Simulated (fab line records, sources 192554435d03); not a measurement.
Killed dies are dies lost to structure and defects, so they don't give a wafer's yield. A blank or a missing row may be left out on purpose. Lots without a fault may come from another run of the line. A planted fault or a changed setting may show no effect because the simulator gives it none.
fab line records | flow n5_finfet
record lots=7 wafers=39
route steps=1938 shown BEOL_M10@1512 BEOL_M14@1744 PASSIVATION@1929
start_h: hours from the record's first day to the start of the lot's first wafer shown | wait_h: hours since the lot's step before | " the same as in the row above | L1.1+2: a row that stands for several wafers | - no value, or no start given | * or withheld: withheld | < > ~ a bound
route shown NAME@n: a module of which the file shows steps, and the number in the route of the first | usual: mean/standard deviation of fault-free wafers | same: alike in all rows | chamber/n: place in a boat | sites: the reading at each site | _std_site: their standard deviation | _edge_site: outer sites' mean less inner sites' | radius_mm: how far each site lies from the wafer's centre | mask NAME#n: copy n | behind: the tool/chamber that last shaped the wafer | hold: why the lot was held/for how many hours/how that ended | device: the transistor (n, p or np) that didn't switch | end of line: the same wafers' tests at the end of the route | a step without rows: its recipe alone | killed: dies lost to structure and defects at the first sort, not the wafer's yield | map: a wafer's dies, x killed, . not, _ none there
set.NAME: the setting as run; set.NAME@STEP: as run at that earlier step | model.NAME: the simulator's own value behind a step, which no gauge read
lots whose settings were changed on purpose; a table a step, a row a wafer
## steps
# step N5_BEOL_M10_TRENCH_ETCH_37
# recipe chemistry=C4F6/O2 target_depth_a=1488.3 target=SiCOH_lowk time_s=48 ion_energy_ev=250 pressure_mtorr=30 source_w=345 bias_w=185 Ar_flow_sccm=300 C4F6_flow_sccm=10 O2_flow_sccm=10
# columns lot.wafer tool chamber start_h wait_h set.time_s model.BEOL_M10.feature_depth_nm model.etch.depth_nm model.TiN_of_BEOL_M10_HM_DEP_02.thk_nm
L076.1 rie_diel-01 2 - - 48 145.4 145.3 16
L076.2 " 0 " " 48 147 146.9 16
L076.3 " 1 " " 48 149.2 149.2 15.8
L076.4 " 3 " " 48 147.4 147.3 16
L076.5 " 2 " " 48 145.8 145.9 16
L076.6 " 1 " " 48 148.6 148.6 15.8
L077.1+5 rie_diel-01 0,2 - - 48 146.4 146.4 15.8
L077.2 " 3 " " 48 146.8 146.7 15.4
L077.3 " 2 " " 48 146 146.1 15.8
L077.4 " 1 " " 48 150.4 150.5 15.4
L077.6 " 1 " " 48 149.4 149.3 15.6
L079.1 rie_diel-01 3 - - 72.98 223.2 223.1 13.8
L079.2 " 2 " " 72.98 219.8 219.8 13.8
L079.3 " 0 " " 72.98 224.6 224.6 13.6
L079.4 " 1 " " 48 147.2 147.3 15.6
L079.5 " 2 " " 48 145.8 145.8 15.8
L079.6 " 1 " " 48 148 148.1 15.8
L083.1+6 rie_diel-01 0,2 - - 48 145.8 145.8 15.8
L083.5 " 3 " " 48 148 148 15.6
L090.1 rie_diel-01 3 - - 30.09 91.8 91.84 17.4
L090.2 " 2 " " 48 146 146.1 15.8
L090.3 " 0 " " 30.09 92.2 92.18 17.6
L090.4 " 1 " " 48 148.2 148.1 15.6
L090.5 " 1 " " 48 148.6 148.6 16
L090.6 " 0 " " 30.09 91.2 91.17 17.4
L094.1 rie_diel-01 0 - - 73.42 227.4 227.3 13.4
L094.2 " 2 " " 48 144.4 144.4 15.8
L094.3 " 3 " " 73.42 220.6 220.5 13.4
L094.4 " 1 " " 48 146.2 146.2 15.6
L094.5 " 3 " " 73.42 221.8 221.7 13.6
L094.6 " 2 " " 48 144.6 144.6 15.8
L096.1 rie_diel-02 0 - - 48 151.8 151.8 15.4
L096.2 " 2 " " 48 152 152 15.4
L096.3 " 3 " " 48 150.4 150.3 15.2
L096.4 " 1 " " 48 147.8 147.8 15.6
L096.5 " 0 " " 48 152.8 152.8 15.2
L096.6 " 3 " " 48 151.6 151.6 15.6
# step N5_BEOL_M10_ETCH_41
# recipe chemistry=CH3F/O2 target=SiCN target_depth_a=426 taper_deg=2 time_s=86 ion_energy_ev=120 mask_material=TiN pressure_mtorr=30 source_w=395 bias_w=75 Ar_flow_sccm=150 CH3F_flow_sccm=30 O2_flow_sccm=20
# step N5_BEOL_M10_STRIP_77
# recipe chemistry=N2/H2 time_s=10 power_w=450 temp_c=40 pressure_mtorr=20 rf_frequency_hz=6e+07 bias_power_w=7 n2_flow_sccm=200 h2_flow_sccm=200
# step N5_BEOL_M10_OCD_MEAS_38
# usual trench_depth_nm=148.6/2.3
# columns lot.wafer tool chamber start_h wait_h set.time_s@BEOL_M10_TRENCH_ETCH_37 trench_depth_nm
L076.1 ocd-01 - 246.74 - 48 145.2
L076.2 " - " " 48 146.7
L076.3 " - " " 48 149.6
L076.4 " - " " 48 147.6
L076.5 " - " " 48 146.4
L076.6 " - " " 48 148.6
L077.1 ocd-01 - 247.60 - 48 146.9
L077.2 " - " " 48 146.7
L077.3 " - " " 48 146.4
L077.4 " - " " 48 149.9
L077.5 " - " " 48 146.7
L077.6 " - " " 48 149.4
L079.1 ocd-02 - 265.31 - 72.98 223.0
L079.2 " - " " 72.98 219.6
L079.3 " - " " 72.98 224.8
L079.4 " - " " 48 147.5
L079.5 " - " " 48 145.5
L079.6 " - " " 48 148.3
L083.1 ocd-02 - 282.20 - 48 145.7
L083.5 " - " " 48 148.2
L083.6 " - " " 48 146.0
L090.1 ocd-01 - 322.35 - 30.09 91.6
L090.2 " - " " 48 145.7
L090.3 " - " " 30.09 92.3
L090.4 " - " " 48 148.1
L090.5 " - " " 48 148.5
L090.6 " - " " 30.09 90.9
L094.1 ocd-02 - 353.80 - 73.42 227.8
L094.2 " - " " 48 144.0
L094.3 " - " " 73.42 220.2
L094.4 " - " " 48 146.4
L094.5 " - " " 73.42 221.7
L094.6 " - " " 48 144.4
L096.1 ocd-01 - 376.05 - 48 151.7
L096.2 " - " " 48 152.3
L096.3 " - " " 48 150.8
L096.4 " - " " 48 147.7
L096.5 " - " " 48 152.5
L096.6 " - " " 48 151.5
# step N5_BEOL_M10_HM_STRIP_39
# recipe chemistry=peroxide_tin_strip material=TiN target_depth_a=250 temp_c=50 time_s=158
# step N5_BEOL_M10_SRD_40
# recipe time_s=30 temp_c=23 rinse_liquid=diw dry=ipa_marangoni
# step N5_BEOL_M10_ECD_50
# recipe material=Cu target_thk_a=3180
# step N5_BEOL_M10_ANNEAL_51
# recipe temp_c=225 time_s=90 ambient=N2
# step N5_BEOL_M10_CMP_52
# recipe stop_on=SiCOH_lowk t_overpolish_s=7 down_force_psi=1 platen_rpm=50 clearing_platen_down_force_psi=1.5 clearing_platen_rpm=50 post_cmp_clean=cu_alkaline target_thk_nm=140 clearing_platen_pad_velocity_m_s=0.99484 pad_velocity_m_s=0.99484
# columns lot.wafer tool chamber start_h wait_h set.time_s@BEOL_M10_TRENCH_ETCH_37 model.Cu_of_BEOL_M10_ECD_50.thk_nm
L076.1 cmp-02 0 249.21 0.3 48 138
L076.2 " 1 " " 48 139.2
L076.4 " 2 " " 48 139.6
L076.3 " 3 " " 48 142.8
L076.6 " 0 " " 48 141.2
L076.5 " 1 " " 48 138.2
L077.2 cmp-01 3 250.22 0.2 48 137.2
L077.3+1 " 0,2 " " 48 139
L077.4 " 1 " " 48 143
L077.5 " 3 " " 48 137.4
L077.6 " 0 " " 48 142
L079.2 cmp-03 2 267.75 0.2 72.98 209.4
L079.4+5 " 3 " " 48 136.2
L079.1 " 0 " " 72.98 212
L079.3 " 1 " " 72.98 215.4
L079.6 " 2 " " 48 137.6
L083.1 cmp-01 0 284.44 0.4 48 138.2
L083.6 " 1 " " 48 137.8
L083.5 " 2 " " 48 141.2
L090.1 cmp-03 0 325.02 0.3 30.09 82.6
L090.2 " 1 " " 48 135.8
L090.3 " 2 " " 30.09 81.6
L090.4 " 3 " " 48 138.8
L090.6 " 0 " " 30.09 78.6
L090.5 " 1 " " 48 138.6
L094.3 cmp-03 0 355.97 0.3 73.42 211.6
L094.2 " 1 " " 48 135.6
L094.1 " 2 " " 73.42 218.2
L094.4 " 3 " " 48 136.8
L094.5 " 0 " " 73.42 212
L094.6 " 1 " " 48 134.4
L096.3 cmp-02 3 378.75 0.2 48 142
L096.1+2 " 0,2 " " 48 142.6
L096.4 " 1 " " 48 139
L096.5 " 3 " " 48 143.6
L096.6 " 0 " " 48 142.4
# step N5_BEOL_M10_THK_MEAS_53
# recipe thk_meas_gauge=xrf reads=Cu_of_BEOL_M10_ECD_50
# usual M10_THK=140.3/2.7
# columns lot.wafer tool chamber start_h wait_h set.time_s@BEOL_M10_TRENCH_ETCH_37 M10_THK[nm]
L076.1 film_metro-01 - 249.50 - 48 139.9
L076.2 " - " " 48 141.5
L076.3 " - " " 48 144.7
L076.4 " - " " 48 141.7
L076.5 " - " " 48 139.8
L076.6 " - " " 48 143.1
L077.1 film_metro-01 - 250.51 - 48 139.6
L077.2 " - " " 48 137.9
L077.3 " - " " 48 140.0
L077.4 " - " " 48 143.5
L077.5 " - " " 48 137.8
L077.6 " - " " 48 143.4
L079.1 film_metro-02 - 268.04 - 72.98 210.7
L079.2 " - " " 72.98 208.2
L079.3 " - " " 72.98 214.0
L079.4 " - " " 48 135.1
L079.5 " - " " 48 135.2
L079.6 " - " " 48 136.9
L083.1 film_metro-02 - 284.62 - 48 138.0
L083.5 " - " " 48 141.7
L083.6 " - " " 48 138.1
L090.1 film_metro-01 - 325.32 - 30.09 83.3
L090.2 " - " " 48 136.4
L090.3 " - " " 30.09 81.9
L090.4 " - " " 48 139.3
L090.5 " - " " 48 139.4
L090.6 " - " " 30.09 78.8
L094.1 film_metro-02 - 356.27 - 73.42 220.8
L094.2 " - " " 48 135.9
L094.3 " - " " 73.42 211.4
L094.4 " - " " 48 136.6
L094.5 " - " " 73.42 212.6
L094.6 " - " " 48 134.6
L096.1 film_metro-02 - 379.04 - 48 144.6
L096.2 " - " " 48 143.9
L096.3 " - " " 48 143.7
L096.4 " - " " 48 139.6
L096.5 " - " " 48 145.0
L096.6 " - " " 48 143.8
# step N5_BEOL_M10_PRE_CLEAN_55
# recipe gas=NH3 time_s=15 temp_c=withheld rf_power_w=300
# step N5_BEOL_M10_DEP_56
# recipe material=SiCN target_thk_a=150 temp_c=withheld precursor=3MS/NH3 pressure_torr=3 rf_w=202 time_s=26.5
# step N5_BEOL_M10_RS_MEAS_57
# recipe thk_meas_gauge=four-point-probe reads=Cu_of_BEOL_M10_ECD_50+Co_of_BEOL_M10_CVD_75+TaN_of_BEOL_M10_ALD_74
# usual M10_RS=0.152/0.003
# columns lot.wafer tool chamber start_h wait_h set.time_s@BEOL_M10_TRENCH_ETCH_37 M10_RS[ohm/sq]
L076.1 film_metro-02 - 249.64 0.1 48 0.153
L076.2 " - " " 48 0.152
L076.3 " - " " 48 0.148
L076.4 " - " " 48 0.152
L076.5 " - " " 48 0.153
L076.6 " - " " 48 0.150
L077.1 film_metro-02 - 250.65 0.1 48 0.152
L077.2 " - " " 48 0.155
L077.3 " - " " 48 0.152
L077.4 " - " " 48 0.148
L077.5 " - " " 48 0.154
L077.6 " - " " 48 0.149
L079.1 film_metro-02 - 268.18 0.1 72.98 0.096
L079.2 " - " " 72.98 0.098
L079.3 " - " " 72.98 0.095
L079.4 " - " " 48 0.156
L079.5 " - " " 48 0.156
L079.6 " - " " 48 0.154
L083.1 film_metro-02 - 284.75 0.1 48 0.153
L083.5 " - " " 48 0.150
L083.6 " - " " 48 0.154
L090.1 film_metro-02 - 325.45 0.1 30.09 0.275
L090.2 " - " " 48 0.156
L090.3 " - " " 30.09 0.279
L090.4 " - " " 48 0.153
L090.5 " - " " 48 0.153
L090.6 " - " " 30.09 0.292
L094.1 film_metro-01 - 356.40 0.1 73.42 0.093
L094.2 " - " " 48 0.157
L094.3 " - " " 73.42 0.096
L094.4 " - " " 48 0.155
L094.5 " - " " 73.42 0.096
L094.6 " - " " 48 0.158
L096.1 film_metro-02 - 379.18 0.1 48 0.148
L096.2 " - " " 48 0.148
L096.3 " - " " 48 0.148
L096.4 " - " " 48 0.152
L096.5 " - " " 48 0.147
L096.6 " - " " 48 0.148
# step N5_BEOL_M14_DEVELOP_27
# recipe develop_time_s=45 rinse_liquid=diw dry=air_spin dev_temp_c=21
# columns lot.wafer tool chamber start_h wait_h set.develop_time_s
L076.1+2+4 litho_track-03 0 - - 30.08
L076.3+5+6 " 0 " " 45
L077.1+2+5 litho_track-02 0 - - 45
L077.3+4+6 " 0 " " 30.31
L079.1+2+3+4+5+6 litho_track-03 0 - - 45
L083.1+5+6 litho_track-01 0 - - 45
L090.1+3+5 litho_track-01 0 - - 24.85
L090.2+4+6 " 0 " " 45
L094.1+3+4 litho_track-01 0 - - 45
L094.2+5+6 " 0 " " 65.87
L096.1+2+3 litho_track-01 0 - - 23.24
L096.4+5+6 " 0 " " 45
# step N5_BEOL_M14_HARDBAKE_32
# recipe temp_c=130 time_s=120
# step N5_BEOL_M14_DESCUM_33
# recipe chemistry=O2 time_s=7.9 source_power_w=50 bias_power_w=20 pressure_mtorr=20 rf_frequency_hz=2.712e+07 temp_c=40 o2_flow_sccm=225
# step N5_BEOL_M14_ETCH_67
# recipe chemistry=CF4 target=SiARC target_depth_a=1430 time_s=238.3 ion_energy_ev=80 pressure_mtorr=40 source_w=545 bias_w=36 Ar_flow_sccm=100 cf4_flow_sccm=100 ends=cleared
# columns lot.wafer tool chamber start_h wait_h set.develop_time_s@BEOL_M14_DEVELOP_27 model.BEOL_M14.cd_nm
L076.1 rie_diel-05 3 268.92 0.0 30.08 277
L076.2 " 2 " " 30.08 275.8
L076.3 " 1 " " 45 278.8
L076.4 " 2 " " 30.08 274.8
L076.5 " 3 " " 45 279.6
L076.6 " 1 " " 45 280.2
L077.1 rie_diel-02 1 278.34 0.0 45 281.8
L077.2 " 3 " " 45 281.6
L077.3 " 2 " " 30.31 279.6
L077.4 " 0 " " 30.31 278.6
L077.5 " 2 " " 45 281
L077.6 " 3 " " 30.31 278.8
L079.1 rie_diel-02 2 291.48 0.0 45 277
L079.2+3 " 3,1 " " 45 279.4
L079.4 " 0 " " 45 277.8
L079.5 " 3 " " 45 280.8
L079.6 " 2 " " 45 280.2
L083.1 rie_diel-02 1 305.43 0.0 45 280.8
L083.5 " 0 " " 45 278.8
L083.6 " 3 " " 45 280
L090.1 rie_diel-05 3 347.09 0.0 24.85 275.4
L090.2 " 1 " " 45 279.2
L090.3 " 0 " " 24.85 274.6
L090.4 " 2 " " 45 278.8
L090.5 " 0 " " 24.85 274.8
L090.6 " 1 " " 45 280.4
L094.1 rie_diel-01 1 380.65 0.0 45 280.4
L094.2 " 0 " " 65.87 282.2
L094.3 " 3 " " 45 279.4
L094.4 " 2 " " 45 279.2
L094.5 " 1 " " 65.87 283.8
L094.6 " 0 " " 65.87 282.6
L096.1 rie_diel-01 0 402.98 0.0 23.24 279.6
L096.2 " 2 " " 23.24 276.8
L096.3 " 1 " " 23.24 277
L096.4 " 0 " " 45 280.8
L096.5 " 1 " " 45 281.6
L096.6 " 2 " " 45 279.8
# step N5_PASSIVATION_PASS_ETCH_47
# recipe chemistry=CF4/O2 target=SiNx target_depth_a=7700 time_s=385 ion_energy_ev=100 pressure_mtorr=40 source_w=535 bias_w=49 Ar_flow_sccm=100 cf4_flow_sccm=100 O2_flow_sccm=10
# columns lot.wafer tool chamber start_h wait_h set.time_s model.etch.depth_nm
L076.1 rie_diel-02 2 295.58 0.0 451.4 921.9
L076.2 " 0 " " 385 786.1
L076.3 " 3 " " 385 772.1
L076.4 " 1 " " 451.4 907.6
L076.5 " 2 " " 385 785.1
L076.6 " 1 " " 451.4 898.7
L077.1 rie_diel-01 1 305.06 0.0 385 766.5
L077.2 " 0 " " 385 769.5
L077.3 " 2 " " 199.3 392.4
L077.4 " 2 " " 199.3 391.2
L077.5 " 1 " " 199.3 397.1
L077.6 " 0 " " 385 759.2
L079.1 rie_diel-01 0 310.86 0.0 202.9 401.4
L079.2 " 1 " " 202.9 406.2
L079.3 " 3 " " 385 756
L079.4 " 2 " " 202.9 396.9
L079.5 " 0 " " 385 757.5
L079.6 " 1 " " 385 769.9
L083.1 rie_diel-02 2 326.09 0.0 385 781
L083.5 " 0 " " 385 785.2
L083.6 " 1 " " 385 777.2
L090.1 rie_diel-02 0 367.91 0.0 238.4 491.5
L090.2 " 2 " " 385 782.7
L090.3 " 1 " " 385 774.7
L090.4 " 3 " " 385 789.6
L090.5 " 1 " " 238.4 478.9
L090.6 " 0 " " 238.4 490.7
L094.1 rie_diel-02 2 401.63 0.0 385 778.2
L094.2 " 3 " " 385 772.6
L094.3 " 1 " " 385 761.4
L094.4 " 2 " " 385 777.2
L094.5 " 3 " " 385 768.4
L094.6 " 1 " " 385 765.9
L096.1 rie_diel-01 3 424.06 0.0 482.4 971.2
L096.2 " 0 " " 385 782.3
L096.3 " 2 " " 385 777.5
L096.4 " 1 " " 482.4 962.7
L096.5 " 2 " " 482.4 984.7
L096.6 " 3 " " 385 775.7
## key
split step=N5_BEOL_M10_TRENCH_ETCH_37 setting=time_s stated=48 by=wafer
response step=N5_BEOL_M10_TRENCH_ETCH_37 reading=model.BEOL_M10.feature_depth_nm change=+1.47 per=1% r=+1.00
response step=N5_BEOL_M10_TRENCH_ETCH_37 reading=model.etch.depth_nm change=+1.47 per=1% r=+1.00
response step=N5_BEOL_M10_TRENCH_ETCH_37 reading=model.TiN_of_BEOL_M10_HM_DEP_02.thk_nm change=-0.0415 per=1% r=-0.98
response step=N5_BEOL_M10_OCD_MEAS_38 reading=trench_depth_nm change=+1.47 per=1% r=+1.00
response step=N5_BEOL_M10_CMP_52 reading=model.Cu_of_BEOL_M10_ECD_50.thk_nm change=+1.48 per=1% r=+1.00
response step=N5_BEOL_M10_THK_MEAS_53 reading=M10_THK change=+1.48 per=1% r=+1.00
response step=N5_BEOL_M10_RS_MEAS_57 reading=M10_RS shape=bent at_lowest=0.282 at_stated=0.152 at_highest=0.095
split step=N5_BEOL_M14_DEVELOP_27 setting=develop_time_s stated=45 by=wafer
response step=N5_BEOL_M14_ETCH_67 reading=model.BEOL_M14.cd_nm change=+0.0803 per=1% r=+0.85
split step=N5_PASSIVATION_PASS_ETCH_47 setting=time_s stated=385 by=wafer
response step=N5_PASSIVATION_PASS_ETCH_47 reading=model.etch.depth_nm change=+7.67 per=1% r=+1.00
